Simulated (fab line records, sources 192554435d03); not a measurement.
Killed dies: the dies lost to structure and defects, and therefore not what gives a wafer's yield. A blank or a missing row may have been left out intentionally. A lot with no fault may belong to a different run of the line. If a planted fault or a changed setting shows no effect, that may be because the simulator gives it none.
Chamber matching    flow n5-finfet    N5_BEOL_M5_PRE_CLEAN_77 on cvd-co-01: 3 sister chambers
The step time 15 s. 3 wafers are shown with their chamber, then 11 later ones without.

== EACH WAFER AND ITS CHAMBER ==
wafer   chamber  heater-power-w (W)
L091.4  0        106
L091.6  2        82
L092.2  1        90

== WAFERS MISSING THEIR CHAMBER ==
wafer   heater-power-w (W)
L092.3  81
L092.5  92
L093.1  79
L093.4  83
L093.6  93
L096.3  81
L096.4  85
L096.5  108
L097.2  109
L097.3  90
L097.4  83

== THE CHAMBER EACH PASSED THROUGH ==
wafer   from the rows above      in truth
L092.3  2                        2
L092.5  1                        1
L093.1  2                        2
L093.4  2                        2
L093.6  1                        1
L096.3  2                        2
L096.4  can't be placed: 2 or 1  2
L096.5  0                        0
L097.2  0                        0
L097.3  1                        1
L097.4  2                        2
Correct placement for 10 of the 11. Unplaceable from these rows: 1, with the true chamber sitting among the candidates in 1. 0 placed wrongly.
How it was worked out, from the rows above alone: a wafer's distance from a chamber is the root of the sum, over the readings, of the square of ((its reading less the chamber's mean) divided by the reading's scatter). If the next closest chamber is less than 2 further off than the closest, the wafer can't be placed; otherwise it belongs to the closest. A chamber's mean is the mean of its shown wafers. The scatter: root of mean squared gap, hidden wafer to nearest shown wafer, with one shown wafer a chamber.
